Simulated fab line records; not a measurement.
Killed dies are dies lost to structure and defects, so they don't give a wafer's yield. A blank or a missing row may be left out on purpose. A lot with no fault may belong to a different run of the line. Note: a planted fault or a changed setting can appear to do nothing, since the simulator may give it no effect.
Matching of chambers + flow n5_finfet + 4 sister chambers for N5_BEOL_M0_SAQP_STRIP_86 on rie_diel-04
The step strips in N2/H2. 16 wafers are shown with their chamber, then 8 later ones without.

WAFERS WITH THEIR CHAMBER
| wafer  | chamber | showerhead_plenum_p_Torr (Torr) | drypump_motor_current_A (A) | throttle_valve_pct (%) |
|--------|---------|---------------------------------|-----------------------------|------------------------|
| L074.1 | 3       | 3.12                            | 5.5                         | 19.0                   |
| L074.3 | 0       | 3.49                            | 5.9                         | 18.8                   |
| L074.5 | 2       | 3.49                            | 6.1                         | 18.3                   |
| L079.1 | 1       | 3.32                            | 5.6                         | 18.7                   |
| L079.4 | 2       | 3.49                            | 6.1                         | 18.3                   |
| L079.6 | 1       | 3.32                            | 5.6                         | 18.7                   |
| L084.1 | 2       | 3.48                            | 6.1                         | 18.3                   |
| L084.2 | 1       | 3.32                            | 5.7                         | 18.7                   |
| L084.4 | 3       | 3.11                            | 5.5                         | 19.1                   |
| L086.2 | 3       | 3.11                            | 5.5                         | 19.1                   |
| L086.3 | 1       | 3.31                            | 5.7                         | 18.7                   |
| L086.6 | 3       | 3.11                            | 5.5                         | 19.1                   |
| L088.1 | 3       | 3.10                            | 5.5                         | 19.1                   |
| L088.2 | 0       | 3.48                            | 5.9                         | 18.8                   |
| L088.6 | 0       | 3.48                            | 5.9                         | 18.9                   |
| L090.3 | 3       | 3.10                            | 5.5                         | 19.1                   |

SIGNATURES (means of the wafers above)
| reading                  | chamber 0 | chamber 1 | chamber 2 | chamber 3 | scatter within a chamber |
|--------------------------|-----------|-----------|-----------|-----------|--------------------------|
| showerhead_plenum_p_Torr | 3.4833    | 3.3175    | 3.4867    | 3.1083    | 0.0064                   |
| drypump_motor_current_A  | 5.900     | 5.650     | 6.100     | 5.500     | 0.0289                   |
| throttle_valve_pct       | 18.833    | 18.700    | 18.300    | 19.083    | 0.0354                   |
Rule: a wafer lies at a distance from a chamber equal to the root of the sum of squares, over the readings, of (its reading less the chamber's mean, divided by the reading's scatter). The wafer belongs to the nearest chamber; if the next one is less than 2 further off, it can't be placed. The scatter: take each reading less its chamber's mean, square it, sum over the shown wafers, divide by the number of wafers less the number of chambers, and take the root.

WAFERS MISSING THEIR CHAMBER
| wafer  | showerhead_plenum_p_Torr (Torr) | drypump_motor_current_A (A) | throttle_valve_pct (%) |
|--------|---------------------------------|-----------------------------|------------------------|
| L090.4 | 3.47                            | 5.9                         | 18.8                   |
| L090.5 | 3.48                            | 6.1                         | 18.3                   |
| L092.1 | 3.10                            | 5.5                         | 19.1                   |
| L092.2 | 3.31                            | 5.7                         | 18.4                   |
| L092.3 | 3.47                            | 6.1                         | 18.4                   |
| L097.3 | 3.47                            | 5.9                         | 18.9                   |
| L097.5 | 3.31                            | 5.7                         | 18.4                   |
| L097.6 | 3.47                            | 5.9                         | 18.9                   |

EACH ONE'S CHAMBER
| wafer  | from the rows above | in truth |
|--------|---------------------|----------|
| L090.4 | 0                   | 0        |
| L090.5 | 2                   | 2        |
| L092.1 | 3                   | 3        |
| L092.2 | 1                   | 1        |
| L092.3 | 2                   | 2        |
| L097.3 | 0                   | 0        |
| L097.5 | 1                   | 1        |
| L097.6 | 0                   | 0        |
8 of 8 placed correctly. Left unplaced by these rows: 0. Placed wrongly: 0.
